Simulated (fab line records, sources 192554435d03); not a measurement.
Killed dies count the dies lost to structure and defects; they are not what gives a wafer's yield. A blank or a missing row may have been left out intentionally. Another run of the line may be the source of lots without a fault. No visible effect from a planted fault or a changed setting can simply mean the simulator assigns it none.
fab line records	flow n5-finfet
record lots=7	wafers=21
route steps=1938 shown BEOL_M12@1642 BEOL_M13@1686 BEOL_M14@1716 BEOL_M15@1827
start-h: start of the lot's first displayed wafer, in hours after the record's first day	wait-h: hours from the lot's prior step to this one	" identical to the entry in the row above	L1.1+2: a single row standing in for several wafers	- no value present, or no start provided	* or withheld: withheld	< > ~ a bound
route shown NAME@n: NAME is a module with steps in the file, n the number in the route of the first one	usual: the fault-free wafers' mean and standard deviation	same: alike in all rows	chamber/n: place in a boat	sites: the reading at each site	_std_site: their standard deviation	_edge_site: inner sites' mean taken away from outer sites' mean	radius-mm: for every site, how far away it sits from the centre of the wafer	mask NAME#n: copy n	behind: the most recent tool/chamber to have shaped the wafer	hold: what put the lot on hold/how long, in hours/how the hold closed	device: transistor that didn't switch, given as n, p or np	end of line: tests run on the same wafers once the route is complete	where a step has no rows: the recipe by itself	killed: dies that structure and defects cost at the first sort, which is not the same as the wafer's yield	map: the dies of a wafer, with x for killed, . for not killed, _ for no die there
set.NAME: the setting the step ran with; set.NAME@STEP: the setting that earlier step ran with	model.NAME: the simulator's own value behind a step, which no gauge read
one table per step and one row per wafer, for lots whose settings were changed on purpose
## steps
# step N5_BEOL_M12_STRIP_37
# recipe chemistry=N2/H2	power-w=1000	temp-c=250	h2-frac=0.65	overash-fraction=0.3	pressure-mtorr=withheld	n2-flow-sccm=1750	h2-flow-sccm=3250
lot.wafer	tool	chamber	start-h	wait-h	set.h2-flow-sccm
L081.1+2	plasma-asher-02	0,1	277.52	0.0	3250
L081.3	"	0	"	"	3342
L084.2+3+6	plasma-asher-01	0,1,0	286.74	0.0	3250
L082.2+4+6	plasma-asher-01	1,0,1	287.86	0.0	3250
L087.1	plasma-asher-01	0	310.83	0.0	3487
L087.2+3	"	1,0	"	"	3250
L090.2+5	plasma-asher-02	0,1	340.74	0.2	3250
L090.3	"	1	"	"	3413
L092.2+4+6	plasma-asher-02	0,0,1	344.37	0.1	3250
L091.2+3+6	plasma-asher-02	0	345.23	0.0	3250
# step N5_BEOL_M12_ETCH_38
# recipe chemistry=CF4/N2	target=SiCN	target-depth-a=687	taper-deg=2	time-s=73.4	ion-energy-ev=150	mask-material=SiO2	pressure-mtorr=40	source-w=430	bias-w=70	Ar_flow_sccm=100	cf4-flow-sccm=60	n2-flow-sccm=60
# step N5_BEOL_M12_PRECLEAN_39
# recipe chemistry=residue-remover	time-s=60	temp-c=40
# step N5_BEOL_M12_ECD_47
# recipe material=Cu	target-thk-a=7200
# step N5_BEOL_M12_ANNEAL_48
# recipe temp-c=225	time-s=90	ambient=N2
# step N5_BEOL_M12_CMP_49
# recipe stop-on=SiOC	t-overpolish-s=20.6	down-force-psi=1	platen-rpm=50	clearing-platen-down-force-psi=1.5	clearing-platen-rpm=50	post-cmp-clean=cu-alkaline	target-thk-nm=320	clearing-platen-pad-velocity-m-s=0.99484	pad-velocity-m-s=0.99484
lot.wafer	tool	chamber	start-h	wait-h	set.time-s@BEOL_M12_TRENCH_ETCH_34	model.Cu_of_BEOL_M12_ECD_47.thk-nm
L081.2	cmp-02	0	279.57	0.2	125.5	316.6
L081.1	"	1	"	"	125.5	323.6
L081.3	"	3	"	"	125.5	315.4
L084.2	cmp-02	1	292.60	0.2	110	275.4
L084.3	"	2	"	"	125.5	322.8
L084.6	"	0	"	"	110	273.2
L082.4	cmp-02	1	296.43	0.2	125.5	324.4
L082.2	"	2	"	"	125.5	313.6
L082.6	"	1	"	"	125.5	318.8
L087.1	cmp-01	0	314.89	0.3	125.5	324.4
L087.2	"	1	"	"	125.5	320.8
L087.3	"	2	"	"	97.68	246.8
L090.2	cmp-04	0	342.12	0.3	125.5	326
L090.3	"	1	"	"	125.5	321.4
L090.5	"	3	"	"	125.5	324.2
L092.2	cmp-01	1	345.71	0.2	125.5	326.4
L092.4	"	3	"	"	125.5	325.8
L092.6	"	1	"	"	125.5	324.6
L091.3	cmp-04	3	347.43	0.2	125.5	318.8
L091.2	"	0	"	"	125.5	320
L091.6	"	3	"	"	105.1	267.6
# step N5_BEOL_M12_THK_MEAS_50
# recipe thk-meas-gauge=xrf	reads=Cu_of_BEOL_M12_ECD_47
# usual M12_THK=324/5.3
lot.wafer	tool	chamber	start-h	wait-h	set.time-s@BEOL_M12_TRENCH_ETCH_34	M12_THK[nm]
L081.1	film-metro-01	-	279.87	-	125.5	328
L081.2	"	-	"	"	125.5	322
L081.3	"	-	"	"	125.5	320
L084.2	film-metro-02	-	292.86	-	110	280
L084.3	"	-	"	"	125.5	326
L084.6	"	-	"	"	110	276
L082.2	film-metro-01	-	296.72	-	125.5	316
L082.4	"	-	"	"	125.5	327
L082.6	"	-	"	"	125.5	323
L087.1	film-metro-01	-	315.15	-	125.5	330
L087.2	"	-	"	"	125.5	328
L087.3	"	-	"	"	97.68	251
L090.2	film-metro-01	-	342.34	-	125.5	327
L090.3	"	-	"	"	125.5	323
L090.5	"	-	"	"	125.5	327
L092.2	film-metro-01	-	346.00	-	125.5	329
L092.4	"	-	"	"	125.5	329
L092.6	"	-	"	"	125.5	327
L091.2	film-metro-01	-	347.73	-	125.5	323
L091.3	"	-	"	"	125.5	322
L091.6	"	-	"	"	105.1	271
# step N5_BEOL_M12_PRE_CLEAN_52
# recipe gas=NH3	time-s=15	temp-c=withheld	rf-power-w=300
# step N5_BEOL_M12_DEP_53
# recipe material=SiCN	target-thk-a=300	temp-c=withheld	precursor=3MS/NH3	pressure-torr=3	rf-w=675	time-s=10.5
# step N5_BEOL_M12_RS_MEAS_54
# recipe thk-meas-gauge=four-point-probe	reads=Cu_of_BEOL_M12_ECD_47+Ta_of_BEOL_M12_SPUTTER_44+TaN_of_BEOL_M12_SPUTTER_43
# usual M12_RS=0.0600/0.001
lot.wafer	tool	chamber	start-h	wait-h	set.time-s@BEOL_M12_TRENCH_ETCH_34	M12_RS[ohm/sq]
L081.1	film-metro-01	-	279.99	0.0	125.5	0.0593
L081.2	"	-	"	"	125.5	0.0608
L081.3	"	-	"	"	125.5	0.0610
L084.2	film-metro-02	-	292.98	0.0	110	0.0702
L084.3	"	-	"	"	125.5	0.0593
L084.6	"	-	"	"	110	0.0708
L082.2	film-metro-01	-	296.85	0.0	125.5	0.0614
L082.4	"	-	"	"	125.5	0.0591
L082.6	"	-	"	"	125.5	0.0603
L087.1	film-metro-01	-	315.27	0.0	125.5	0.0591
L087.2	"	-	"	"	125.5	0.0599
L087.3	"	-	"	"	97.68	0.0787
L090.2	film-metro-01	-	342.47	0.0	125.5	0.0590
L090.3	"	-	"	"	125.5	0.0598
L090.5	"	-	"	"	125.5	0.0591
L092.2	film-metro-01	-	346.16	0.1	125.5	0.0587
L092.4	"	-	"	"	125.5	0.0589
L092.6	"	-	"	"	125.5	0.0592
L091.2	film-metro-02	-	347.85	0.0	125.5	0.0599
L091.3	"	-	"	"	125.5	0.0602
L091.6	"	-	"	"	105.1	0.0722
# step N5_BEOL_M13_PEB_26
# recipe peb-temp-c=130	peb-time-s=90
lot.wafer	tool	chamber	start-h	wait-h	set.peb-time-s
L081.1	litho-track-02	0	281.46	0.1	90
L081.2+3	"	0	"	"	101.9
L084.2+3	litho-track-01	0	294.61	0.0	90
L084.6	"	0	"	"	108.3
L082.2+4+6	litho-track-02	0	298.20	0.0	90
L087.1+2	litho-track-02	0	316.85	0.1	90
L087.3	"	0	"	"	107.7
L090.2+3	litho-track-01	0	344.25	0.0	90
L090.5	"	0	"	"	82.77
L092.2+4+6	litho-track-01	0	347.50	0.0	90
L091.2	litho-track-01	0	349.45	0.0	90
L091.3+6	"	0	"	"	76.3
# step N5_BEOL_M13_DEVELOP_27
# recipe develop-time-s=45	rinse-liquid=diw	dry=air-spin	dev-temp-c=21
# step N5_BEOL_M13_HARDBAKE_32
# recipe temp-c=130	time-s=120
# step N5_BEOL_M13_CD_MEAS_28
# recipe target-cd-nm=209.5	landing-energy-ev=500	detector=se-inlens
# usual cd-nm=209.2/1.1
lot.wafer	tool	chamber	start-h	wait-h	set.peb-time-s@BEOL_M13_PEB_26	cd-nm
L081.1	cd-sem-03	0	281.58	-	90	209.3
L081.2	"	0	"	"	101.9	211.3
L081.3	"	0	"	"	101.9	213.1
L084.2	cd-sem-02	0	294.72	-	90	208.3
L084.3	"	0	"	"	90	208.8
L084.6	"	0	"	"	108.3	212.1
L082.2	cd-sem-01	0	298.32	-	90	209.1
L082.4	"	0	"	"	90	209.0
L082.6	"	0	"	"	90	207.6
L087.1	cd-sem-03	0	316.96	-	90	208.8
L087.2	"	0	"	"	90	210.9
L087.3	"	0	"	"	107.7	213.1
L090.2	cd-sem-02	0	344.37	-	90	207.8
L090.3	"	0	"	"	90	208.3
L090.5	"	0	"	"	82.77	207.0
L092.2	cd-sem-02	0	347.62	-	90	210.8
L092.4	"	0	"	"	90	208.5
L092.6	"	0	"	"	90	208.5
L091.2	cd-sem-02	0	349.57	-	90	209.3
L091.3	"	0	"	"	76.3	206.2
L091.6	"	0	"	"	76.3	204.8
# step N5_BEOL_M13_DESCUM_33
# recipe chemistry=O2	time-s=7.9	source-power-w=50	bias-power-w=20	pressure-mtorr=20	rf-frequency-hz=2.712e+07	temp-c=40	o2-flow-sccm=225
lot.wafer	tool	chamber	start-h	wait-h	set.peb-time-s@BEOL_M13_PEB_26	model.BEOL_M13.cd-nm
L081.1	rie-diel-02	3	281.71	0.1	90	209.4
L081.2	"	1	"	"	101.9	211.2
L081.3	"	0	"	"	101.9	213.2
L084.2	rie-diel-01	2	294.86	0.1	90	208.2
L084.3	"	1	"	"	90	209
L084.6	"	0	"	"	108.3	212.2
L082.2	rie-diel-01	1	298.48	0.1	90	209
L082.4	"	0	"	"	90	208.4
L082.6	"	3	"	"	90	207.8
L087.1	rie-diel-02	2	317.32	0.3	90	209
L087.2	"	0	"	"	90	210.6
L087.3	"	1	"	"	107.7	213
L090.2	rie-diel-01	0	344.76	0.3	90	207.6
L090.3	"	2	"	"	90	208.4
L090.5	"	1	"	"	82.77	207.2
L092.2	rie-diel-06	2	347.72	0.1	90	210.6
L092.4	"	2	"	"	90	208.2
L092.6	"	2	"	"	90	208.6
L091.2	rie-diel-02	3	349.65	0.0	90	209.2
L091.3	"	0	"	"	76.3	206.2
L091.6	"	2	"	"	76.3	204.8
# step N5_BEOL_M13_ETCH_67
# recipe chemistry=CF4	target=SiARC	target-depth-a=1430	time-s=238.3	ion-energy-ev=80	pressure-mtorr=40	source-w=545	bias-w=36	Ar_flow_sccm=100	cf4-flow-sccm=100	ends=cleared
lot.wafer	tool	chamber	start-h	wait-h	set.peb-time-s@BEOL_M13_PEB_26	model.BEOL_M13.cd-nm
L081.1	rie-diel-02	3	281.74	0.0	90	209.8
L081.2	"	1	"	"	101.9	212.6
L081.3	"	0	"	"	101.9	213.6
L084.2	rie-diel-01	2	294.90	0.0	90	207.6
L084.3	"	1	"	"	90	209
L084.6	"	0	"	"	108.3	213
L082.2+4	rie-diel-01	1,0	298.52	0.0	90	208.8
L082.6	"	3	"	"	90	208
L087.1	rie-diel-02	2	317.35	0.0	90	209.4
L087.2	"	0	"	"	90	210.2
L087.3	"	1	"	"	107.7	214
L090.2	rie-diel-01	0	344.80	0.0	90	208.4
L090.3	"	2	"	"	90	209.2
L090.5	"	1	"	"	82.77	208
L092.2	rie-diel-06	2	347.89	0.1	90	211.4
L092.4+6	"	2	"	"	90	209.4
L091.2	rie-diel-02	3	349.69	0.0	90	209.4
L091.3	"	0	"	"	76.3	206
L091.6	"	2	"	"	76.3	204.4
# step N5_BEOL_M13_ETCH_68
# recipe chemistry=N2/H2	target=SOC	mask-material=SiARC	source-w=3000	bias-w=350	temp-c=40	time-s=355	ion-energy-ev=200	pressure-mtorr=30	n2-flow-sccm=200	h2-flow-sccm=200
lot.wafer	tool	chamber	start-h	wait-h	set.time-s	model.SiARC_of_BEOL_M13_COAT_66.thk-nm
L081.1	rie-diel-02	3	281.89	0.1	333.8	80.6
L081.2	"	1	"	"	333.8	79.6
L081.3	"	0	"	"	355	77.8
L084.2+3	rie-diel-01	2,1	295.04	0.1	355	77
L084.6	"	0	"	"	355	77.6
L082.2+4+6	rie-diel-01	1,0,3	298.66	0.1	355	77.2
L087.1+3	rie-diel-02	2,1	317.50	0.1	355	77.6
L087.2	"	0	"	"	355	77.2
L090.2	rie-diel-01	0	344.94	0.1	355	77.6
L090.3	"	2	"	"	284.5	83.2
L090.5	"	1	"	"	355	77.4
L092.2	rie-diel-06	2	348.36	0.4	355	77.4
L092.4+6	"	2	"	"	355	77.6
L091.2	rie-diel-02	3	349.83	0.1	394.9	74.2
L091.3	"	0	"	"	355	77.4
L091.6	"	2	"	"	355	77.2
# step N5_BEOL_M14_ILD_DEP_00
# recipe material=SiO2	target-thk-a=11193	temp-c=400	precursor=TEOS/O2	pressure-torr=6.5	rf-w=900	teos-flow-sccm=161.4	gas=O2	flow-sccm=2650	time-s=237.4
lot.wafer	tool	chamber	start-h	wait-h	set.time-s	model.SiO2_of_BEOL_M14_ILD_DEP_00.thk-nm
L081.1	pecvd-01	1	284.92	0.0	237.4	1128
L081.2	"	0	"	"	237.4	1094
L081.3	"	2	"	"	237.4	1119
L084.2+6	pecvd-01	0	297.97	0.0	237.4	1136
L084.3	"	1	"	"	204.7	992.6
L082.2	pecvd-01	2	300.96	0.0	237.4	1111
L082.4	"	0	"	"	237.4	1118
L082.6	"	2	"	"	237.4	1126
L087.1	pecvd-01	1	323.98	0.0	247.1	1166
L087.2+3	"	2,0	"	"	237.4	1111
L090.2	pecvd-01	0	347.75	0.0	237.4	1116
L090.3	"	2	"	"	237.4	1114
L090.5	"	1	"	"	237.4	1150
L092.2	pecvd-01	1	354.73	0.0	237.4	1119
L092.4	"	1	"	"	237.4	1146
L092.6	"	0	"	"	257.7	1234
L091.2	pecvd-03	0	355.39	0.0	237.4	1121
L091.3	"	1	"	"	270.6	1268
L091.6	"	1	"	"	237.4	1141
# step N5_BEOL_M14_THK_MEAS_01
# recipe reads=SiO2_of_BEOL_M14_ILD_DEP_00
# usual M14_ILD_THK=1124/17
lot.wafer	tool	chamber	start-h	wait-h	set.time-s@BEOL_M14_ILD_DEP_00	M14_ILD_THK[nm]
L081.1	film-metro-02	-	285.11	0.1	237.4	1127
L081.2	"	-	"	"	237.4	1095
L081.3	"	-	"	"	237.4	1119
L084.2	film-metro-01	-	298.24	0.2	237.4	1136
L084.3	"	-	"	"	204.7	993
L084.6	"	-	"	"	237.4	1136
L082.2	film-metro-02	-	301.15	0.1	237.4	1110
L082.4	"	-	"	"	237.4	1119
L082.6	"	-	"	"	237.4	1126
L087.1	film-metro-02	-	324.17	0.1	247.1	1166
L087.2	"	-	"	"	237.4	1112
L087.3	"	-	"	"	237.4	1112
L090.2	film-metro-02	-	347.94	0.1	237.4	1117
L090.3	"	-	"	"	237.4	1114
L090.5	"	-	"	"	237.4	1150
L092.2	film-metro-01	-	354.92	0.1	237.4	1119
L092.4	"	-	"	"	237.4	1147
L092.6	"	-	"	"	257.7	1234
L091.2	film-metro-01	-	355.58	0.1	237.4	1122
L091.3	"	-	"	"	270.6	1268
L091.6	"	-	"	"	237.4	1141
# step N5_BEOL_M14_COAT_58
# recipe resist=BARC	temp-c=205	time-s=60	spin-rpm=1500	resist-thk-nm=89
# step N5_BEOL_M14_COAT_04
# recipe spin-rpm=1704	resist-thk-nm=800
# step N5_BEOL_M14_DESCUM_15
# recipe chemistry=O2	time-s=7.9	source-power-w=50	bias-power-w=20	pressure-mtorr=20	rf-frequency-hz=2.712e+07	temp-c=40	o2-flow-sccm=225
# step N5_BEOL_M14_ETCH_59
# recipe chemistry=N2/H2	target=BARC	target-depth-a=890	overetch-a=267	time-s=67.9	ion-energy-ev=200	pressure-mtorr=30	source-w=840	bias-w=150	n2-flow-sccm=200	h2-flow-sccm=200
# step N5_BEOL_M14_VIA_ETCH_16
# recipe chemistry=C4F8/O2/Ar	target=SiO2	he-inner-torr=15	he-outer-torr=30	target-depth-a=12313	time-s=withheld	ion-energy-ev=800	pressure-mtorr=20	source-w=1905	bias-w=2040	Ar_flow_sccm=400	C4F8_flow_sccm=16	O2_flow_sccm=12	ends=cleared
lot.wafer	tool	chamber	start-h	wait-h	set.time-s@BEOL_M14_ILD_DEP_00	model.etch.depth-nm	model.coat_of_BEOL_M14_COAT_04.thk-nm
L081.1	rie-diel-04	3	285.88	0.0	*	1128	451.2
L081.2	"	0	"	"	*	1094	462.6
L081.3	"	1	"	"	*	1119	448.4
L084.2	rie-diel-05	2	298.72	0.0	*	1136	451
L084.3	"	1	"	"	*	992.7	488.4
L084.6	"	0	"	"	*	1136	443.6
L082.2	rie-diel-03	1	301.63	0.0	*	1111	456
L082.4	"	0	"	"	*	1118	454.6
L082.6	"	1	"	"	*	1126	456.4
L087.1	rie-diel-05	0	324.65	0.0	*	1166	432
L087.2	"	3	"	"	*	1111	457.8
L087.3	"	1	"	"	*	1111	458.2
L090.2	rie-diel-03	1	348.55	0.0	*	1116	458.2
L090.3	"	3	"	"	*	1114	455.2
L090.5	"	0	"	"	*	1150	447.4
L092.2	rie-diel-03	1	355.53	0.0	*	1119	456
L092.4	"	0	"	"	*	1146	446.4
L092.6	"	0	"	"	*	1234	425.8
L091.2	rie-diel-04	0	356.18	0.0	*	1121	450
L091.3	"	3	"	"	*	1268	418.2
L091.6	"	0	"	"	*	1141	443
# step N5_BEOL_M15_DEP_53
# recipe material=SiCN	target-thk-a=500	temp-c=withheld	precursor=3MS/NH3	pressure-torr=3	rf-w=675	time-s=17.8
lot.wafer	tool	chamber	start-h	wait-h	set.time-s	model.SiCN_of_BEOL_M15_DEP_53.thk-nm
L081.1	pecvd-04	2	300.59	0.0	19.22	54.2
L081.2	"	0	"	"	17.8	49.8
L081.3	"	1	"	"	19.22	54
L084.2	pecvd-01	2	308.09	0.0	17.8	50.4
L084.3	"	1	"	"	15.2	42.6
L084.6	"	2	"	"	15.2	44
L082.2	pecvd-01	1	314.28	0.0	17.8	49.6
L082.4	"	1	"	"	17.8	50.8
L082.6	"	0	"	"	17.8	50.6
L087.1	pecvd-01	1	335.31	0.0	16.4	45.4
L087.2	"	2	"	"	17.8	50.4
L087.3	"	1	"	"	17.8	50.2
L090.2	pecvd-02	1	360.79	0.0	16.5	45.6
L090.3	"	0	"	"	17.8	49.8
L090.5	"	0	"	"	16.5	46.2
L092.2	pecvd-01	1	364.52	0.0	17.8	49.6
L092.4	"	0	"	"	17.8	50
L092.6	"	1	"	"	17.8	50.4
L091.2+3	pecvd-01	1,0	366.07	0.0	17.8	49.8
L091.6	"	2	"	"	17.8	51.4
## key
split step=N5_BEOL_M12_STRIP_37	setting=h2-flow-sccm	stated=3250	by=wafer
response none clear
split step=N5_BEOL_M13_PEB_26	setting=peb-time-s	stated=90	by=wafer
response step=N5_BEOL_M13_CD_MEAS_28	reading=cd-nm	change=+0.187	per=1%	r=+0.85
response step=N5_BEOL_M13_DESCUM_33	reading=model.BEOL_M13.cd-nm	change=+0.186	per=1%	r=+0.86
response step=N5_BEOL_M13_ETCH_67	reading=model.BEOL_M13.cd-nm	change=+0.23	per=1%	r=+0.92
split step=N5_BEOL_M13_ETCH_68	setting=time-s	stated=355	by=wafer
response step=N5_BEOL_M13_ETCH_68	reading=model.SiARC_of_BEOL_M13_COAT_66.thk-nm	change=-0.291	per=1%	r=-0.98
split step=N5_BEOL_M14_ILD_DEP_00	setting=time-s	stated=237.4	by=wafer
response step=N5_BEOL_M14_ILD_DEP_00	reading=model.SiO2_of_BEOL_M14_ILD_DEP_00.thk-nm	change=+10.5	per=1%	r=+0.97
response step=N5_BEOL_M14_THK_MEAS_01	reading=M14_ILD_THK	change=+10.5	per=1%	r=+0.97
response step=N5_BEOL_M14_VIA_ETCH_16	reading=model.etch.depth-nm	change=+10.5	per=1%	r=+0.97
response step=N5_BEOL_M14_VIA_ETCH_16	reading=model.coat_of_BEOL_M14_COAT_04.thk-nm	change=-2.71	per=1%	r=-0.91
split step=N5_BEOL_M15_DEP_53	setting=time-s	stated=17.8	by=wafer
response step=N5_BEOL_M15_DEP_53	reading=model.SiCN_of_BEOL_M15_DEP_53.thk-nm	change=+0.523	per=1%	r=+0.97
split outside-this-file step=N5_BEOL_M12_TRENCH_ETCH_34 setting=time-s
# split outside-this-file: this setting was split too, and the file shows its column; the key of that split is in another file
